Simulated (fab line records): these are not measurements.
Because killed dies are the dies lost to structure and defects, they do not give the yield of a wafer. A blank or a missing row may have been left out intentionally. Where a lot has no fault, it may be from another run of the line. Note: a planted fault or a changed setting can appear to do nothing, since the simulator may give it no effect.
fab line records | flow nand-harc
record lots=12 wafers=36 last-day=33
route steps=1302 shown P_BONDPAD@375 A_ZERO_WELL@404 A_DECK1_JOINT@518
lots that met no fault: taken from a fault-free run of the same line
start-h: hours from the record's first day to the start of the lot's first wafer shown | wait-h: time in hours since the lot's previous step | " the same as in the row above | L1.1+2: several wafers, shown together as one row | - no value, or no start was given | * or withheld: withheld | < > ~ a bound
route shown NAME@n: a module of which the file shows steps, and the number in the route of the first | usual: mean/standard deviation taken from wafers without a fault | same: alike in all rows | chamber/n: place in a boat | sites: per-site readings | _std_site: standard deviation of those values | _edge_site: mean of outer sites minus mean of inner sites | radius-mm: how far each site lies from the wafer's centre | mask NAME#n: copy n | behind: tool/chamber where the wafer was last shaped | hold: why the lot went on hold/how many hours it stayed there/how the hold came to an end | device: the n, p or np transistor that did not switch | end of line: the route-end tests of the same wafers | a step without rows: its recipe alone | killed: count of dies lost to structure and defects at first sort (not the wafer's yield) | map: the dies of a wafer, with x for killed, . for not killed, _ for no die there
set.NAME: the setting as run; set.NAME@STEP: as run at that earlier step | model.NAME: the simulator's own value behind a step, which no gauge read
route steps across a sampled set of lots; one table per step, one row per wafer
services: from which hour (start-h, from the record's first day; less than 0 if before it) a tool's chamber was out of use, for how many hours, and why
## steps
# step NHARC_P_BONDPAD_PRE_CLEAN_26
# recipe time-s=30 temp-c=280 gas=H2/He
# usual heater-power-w=421/34
# columns lot.wafer tool chamber start-h wait-h heater-power-w
L256.3 pvd-sputter-02 - - - 456
L256.4 " - " " 379
L256.5 " - " " 478
L258.1 pvd-sputter-01 - - - 402
L258.4 " - " " 452
L258.5 " - " " 409
L265.3 pvd-sputter-02 - - - 390
L265.1 " - " " 457
L265.6 " - " " 378
L267.4 pvd-sputter-03 - - - 379
L267.5 " - " " 430
L267.6 " - " " 399
L270.3 pvd-sputter-03 - - - 394
L270.2 " - " " 387
L270.6 " - " " 403
L271.2 pvd-sputter-03 - - - 460
L271.4 " - " " 406
L271.6 " - " " 383
L274.4 pvd-sputter-01 - - - 407
L274.2 " - " " 415
L274.1 " - " " 411
L275.4 pvd-sputter-01 - - - 394
L275.5 " - " " 402
L275.6 " - " " 421
L276.2 pvd-sputter-01 - - - 401
L276.5 " - " " 407
L276.6 " - " " 405
L277.2 pvd-sputter-03 - - - 391
L277.1 " - " " 440
L277.6 " - " " 398
L278.2 pvd-sputter-01 - - - 424
L278.1 " - " " 400
L278.5 " - " " 412
L279.1 pvd-sputter-02 - - - 475
L279.3 " - " " 497
L279.4 " - " " 493
# step NHARC_P_BONDPAD_CMP_19
# recipe t-overpolish-s=30 cu-recess-touch-s=16 target-thk-nm=160.81
# usual motor-current-A=12.1/0.9 overpolish-run-s=29.999/0.0093
# same cu-recess-touch-s=16
# columns lot.wafer tool chamber start-h wait-h motor-current-A overpolish-run-s
L256.4 cmp-04 3 138.91 - 11.1 29.994
L256.3 " 1 " " 14.4 29.974
L256.5 " 2 " " 13.4 30.001
L258.4 cmp-04 0 152.18 - 11.6 30.000
L258.1 " 2 " " 12.9 30.018
L258.5 " 0 " " 11.6 29.991
L265.1 cmp-02 0 227.40 - 12.6 29.991
L265.3 " 1 " " 11.0 30.008
L265.6 " 3 " " 12.0 30.001
L267.4 cmp-04 2 242.02 - 12.8 30.007
L267.5 " 3 " " 10.2 29.993
L267.6 " 0 " " 11.6 30.005
L270.3 cmp-02 1 285.36 - 11.6 30.003
L270.2 " 2 " " 11.8 29.987
L270.6 " 1 " " 11.9 30.000
L271.2 cmp-04 2 285.96 - 12.8 30.009
L271.4 " 0 " " 11.4 30.003
L271.6 " 1 " " 14.4 29.999
L274.4 cmp-02 0 311.92 - 12.0 30.014
L274.1 " 2 " " 12.0 30.002
L274.2 " 3 " " 11.9 29.998
L275.4 cmp-04 1 328.78 - 13.8 29.986
L275.5 " 1 " " 14.6 30.012
L275.6 " 2 " " 12.5 30.003
L276.2 cmp-02 0 340.32 - 12.4 30.007
L276.5 " 1 " " 11.3 29.993
L276.6 " 2 " " 11.0 29.997
L277.1 cmp-02 0 345.81 - 13.1 30.007
L277.2 " 2 " " 11.9 30.015
L277.6 " 1 " " 12.1 30.022
L278.2 cmp-04 3 357.13 - 11.5 29.997
L278.1 " 0 " " 12.0 30.004
L278.5 " 3 " " 11.0 29.985
L279.3 cmp-04 2 368.27 - 12.7 29.994
L279.1 " 3 " " 11.3 30.005
L279.4 " 0 " " 12.2 29.999
# step NHARC_A_ZERO_WELL_ETCH_19
# recipe target-depth-a=800 overetch-a=240 time-s=87.88 ion-energy-ev=200 n2-flow-sccm=150 h2-flow-sccm=150 ar-flow-sccm=0 rf-w=400 bias-w=150 chemistry=N2/H2
# usual chamber-pressure-mTorr=30.002/0.027 drypump-motor-current-A=5.7/0.44 h2-flow-sccm=150.0/0.39 oes-product-au=0.998/0.0085 rf-vpp-V=429.1/1.7 showerhead-plenum-p-Torr=1.99/0.052 throttle-valve-pct=14.170/0.0083
# columns lot.wafer tool chamber start-h wait-h chamber-pressure-mTorr drypump-motor-current-A h2-flow-sccm oes-product-au rf-hours-counter-h rf-vpp-V showerhead-plenum-p-Torr throttle-valve-pct
L256.3 rie-diel-10 1 140.93 0.1 30.017 5.9 150.1 0.993 3 429.3 1.97 14.182
L256.5 " 1 " " 29.991 5.9 150.3 0.993 - 429.2 1.97 14.173
L256.4 " 2 " " 29.985 5.6 150.1 0.994 - 429.4 1.99 14.177
L258.1 rie-diel-10 2 154.30 0.1 30.010 5.6 150.6 1.000 3 431.1 1.99 14.159
L258.5 " 2 " " 30.037 5.6 150.8 1.000 - 429.3 1.99 14.177
L258.4 " 1 " " 29.980 5.9 150.1 0.998 - 428.3 1.97 14.180
L265.1 rie-diel-13 1 229.45 0.1 30.008 5.2 150.4 0.988 9 430.5 2.04 14.172
L265.3 " 2 " " 29.980 6.2 150.5 1.007 8 427.7 1.93 14.185
L265.6 " 2 " " 29.990 6.2 150.0 1.005 - 427.7 1.93 14.173
L267.6 rie-diel-08 3 244.07 0.1 29.996 5.9 150.5 0.983 - 430.4 2.00 14.175
L267.4 " 0 " " 30.033 5.5 150.8 0.993 - 430.5 2.04 14.167
L267.5 " 2 " " 30.046 6.2 149.6 0.967 - 430.6 2.01 14.170
L270.2 rie-diel-13 0 287.32 0.1 30.017 5.2 149.7 0.993 20 427.9 1.94 14.166
L270.3 " 1 " " 29.992 5.2 150.0 0.999 21 430.4 2.04 14.164
L270.6 " 0 " " 29.964 5.2 150.3 0.998 - 427.5 1.94 14.180
L271.2 rie-diel-13 3 288.01 0.1 30.011 5.4 150.6 1.001 20 428.7 2.02 14.169
L271.4 " 1 " " 30.002 5.2 150.4 0.993 21 431.3 2.04 14.174
L271.6 " 3 " " 29.988 5.4 150.5 1.003 - 430.9 2.02 14.181
L274.2 rie-diel-10 3 314.02 0.1 30.033 5.2 150.1 1.000 3 426.3 1.89 14.150
L274.4 " 1 " " 29.997 5.9 149.6 0.990 2 427.8 1.97 14.178
L274.1 " 2 " " 30.042 5.6 149.2 1.000 2 430.3 1.99 14.167
L275.4 rie-diel-10 0 330.75 0.1 30.003 6.4 149.7 0.985 3 431.9 2.07 14.168
L275.5 " 0 " " 30.035 6.4 150.4 0.988 - 431.8 2.07 14.173
L275.6 " 1 " " 29.911 5.9 150.0 1.002 - 429.3 1.97 14.168
L276.2 rie-diel-10 0 342.21 0.1 30.038 6.5 149.7 1.002 4 432.1 2.07 14.165
L276.5 " 2 " " 29.948 5.6 149.7 1.001 - 428.7 1.99 14.170
L276.6 " 3 " " 29.979 5.2 149.9 1.012 - 425.7 1.89 14.181
L277.2 rie-diel-10 3 347.94 0.1 30.049 5.2 149.9 1.009 4 425.5 1.89 14.158
L277.1 " 0 " " 29.943 6.5 149.8 1.010 4 432.2 2.07 14.187
L277.6 " 3 " " 30.007 5.2 149.3 1.016 - 425.7 1.89 14.175
L278.1 rie-diel-10 1 359.18 0.1 29.996 5.9 150.1 1.001 4 428.6 1.97 14.168
L278.2 " 0 " " 30.014 6.5 150.0 0.996 5 428.9 2.07 14.156
L278.5 " 1 " " 30.027 5.9 149.8 1.000 - 428.7 1.97 14.170
L279.1 rie-diel-10 3 370.36 0.1 29.986 5.3 150.2 1.010 5 426.7 1.89 14.179
L279.3 " 2 " " 30.000 5.6 149.7 1.009 4 430.3 1.99 14.173
L279.4 " 1 " " 30.041 5.9 149.4 1.000 - 429.9 1.97 14.178
# step NHARC_A_DECK1_JOINT_ETCHBACK_07
# recipe target-depth-a=1050 time-s=26.9 hbr-flow-sccm=150 rf-w=350 icp-w=350 bias-w=60 chemistry=HBr
# usual chamber-pressure-mTorr=15.000/0.015 drypump-motor-current-A=5.9/0.32 oes-product-au=1.001/0.013 throttle-valve-pct=23.267/0.0081
# columns lot.wafer tool chamber start-h wait-h chamber-pressure-mTorr drypump-motor-current-A oes-product-au rf-hours-counter-h throttle-valve-pct
L256.3 rie-si-03 1 235.49 0.1 14.987 6.2 1.001 0.0 23.275
L256.4 " 3 " " 15.012 5.7 1.020 0.0 23.273
L256.5 " 2 " " 15.006 5.6 1.010 - 23.261
L258.4 rie-si-01 0 249.90 0.1 14.968 6.2 0.985 0.3 23.256
L258.1 " 1 " " 15.005 6.3 1.005 0.3 23.280
L258.5 " 3 " " 15.009 6.2 1.008 - 23.278
L265.1 rie-si-01 1 322.24 0.1 14.989 6.3 0.932 0.7 23.273
L265.3 " 0 " " 15.012 6.2 0.991 0.8 23.276
L265.6 " 2 " " 14.989 5.7 0.990 - 23.268
L267.4 rie-si-03 3 350.34 0.1 14.989 5.7 1.019 0.8 23.283
L267.6 " 2 " " 15.000 5.6 1.006 - 23.255
L267.5 " 3 " " 15.013 5.8 1.022 - 23.257
L270.2 rie-si-06 3 388.25 0.1 14.983 5.5 1.014 0.6 23.272
L270.3 " 0 " " 15.004 5.4 1.013 0.8 23.270
L270.6 " 3 " " 15.000 5.5 1.005 - 23.257
L271.4 rie-si-01 3 388.26 0.1 14.979 6.2 0.991 0 23.270
L271.2 " 1 " " 15.008 6.3 0.978 0 23.273
L271.6 " 2 " " 15.015 5.7 0.973 - 23.260
L274.1 rie-si-01 1 416.49 0.1 14.996 6.4 0.979 0.2 23.267
L274.2 " 3 " " 14.979 6.3 0.981 0.2 23.265
L274.4 " 0 " " 15.022 6.2 0.998 0.2 23.264
L275.4 rie-si-01 1 440.32 0.1 14.960 6.3 0.974 0.4 23.275
L275.6 " 2 " " 14.994 5.7 0.980 - 23.261
L275.5 " 3 " " 15.016 6.2 0.995 - 23.262
L276.2 rie-si-03 3 457.95 0.1 14.977 5.7 0.990 0.6 23.263
L276.5 " 1 " " 15.018 6.2 0.994 - 23.263
L276.6 " 3 " " 14.998 5.7 0.989 - 23.258
L277.2 rie-si-06 3 457.96 0.1 14.993 5.5 1.031 0.1 23.274
L277.1 " 0 " " 14.988 5.4 1.011 0.1 23.272
L277.6 " 2 " " 15.003 5.6 1.008 - 23.290
L278.1 rie-si-06 2 468.19 0.1 15.012 5.6 1.011 0.3 23.259
L278.2 " 1 " " 14.991 6.1 1.016 0.3 23.266
L278.5 " 3 " " 15.008 5.5 1.022 - 23.261
L279.4 rie-si-06 1 472.82 0.1 14.992 6.2 1.009 0.3 23.259
L279.3 " 2 " " 15.012 5.6 1.005 0.3 23.261
L279.1 " 3 " " 15.013 5.5 1.014 0.3 23.262
## services
# columns tool chamber start-h hours kind
rie-diel-10 2 117.66 6.2 repair
cmp-04 - 118.01 6.6 repair
cmp-02 - 134.66 4.0 pm
rie-si-01 2 135.98 11.8 repair
pvd-sputter-01 - 173.35 2.5 repair
cmp-02 - 181.77 1.1 repair
rie-si-01 - 193.00 9.0 pm
cmp-04 - 209.87 4.0 pm
rie-diel-10 1 224.16 2.8 repair
cmp-02 - 231.04 2.2 repair
rie-si-01 0 231.24 5.7 repair
rie-diel-10 - 242.50 9.0 pm
rie-si-01 - 266.64 0.9 repair
pvd-sputter-01 - 270.67 10.0 pm
cmp-02 - 289.89 0.8 repair
cmp-04 - 307.95 4.0 pm
cmp-02 - 331.19 4.0 pm
rie-diel-10 0 369.15 8.2 repair
cmp-04 - 395.06 1.2 repair
cmp-04 - 405.95 4.0 pm
rie-diel-10 - 419.50 9.0 pm
rie-diel-10 3 442.65 2.8 repair
rie-diel-10 1 444.12 3.2 repair
cmp-04 - 464.34 0.8 repair
## key
first-sign step=NHARC_A_DECK1_JOINT_ETCHBACK_07 reading=oes-product-au direction=down sigmas=5.4 usual=1.001 struck=0.932
effect none on later readings
met-at NHARC_A_DECK1_JOINT_ETCHBACK_07
struck-lots L265
struck-wafers L265.1
tester-left-out L265
not-acting-at NHARC_P_BONDPAD_PRE_CLEAN_26,NHARC_P_BONDPAD_CMP_19,NHARC_A_ZERO_WELL_ETCH_19
onset-between 249.90 322.24
fault kind=process-parameter-drift tool=rie-si-01 chamber=1 onset-h=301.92 steps=NHARC_A_DECK1_JOINT_ETCHBACK_07 channel=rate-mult offset=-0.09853 shape=step end-h=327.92
# tester-left-out: of these lots the tester's yield and bins aren't shown, on N5 and GAA mostly nor the transistor test; their killed dies are dies lost to structure and defects alone, not to doping, threshold or leakage, so they don't give the yield
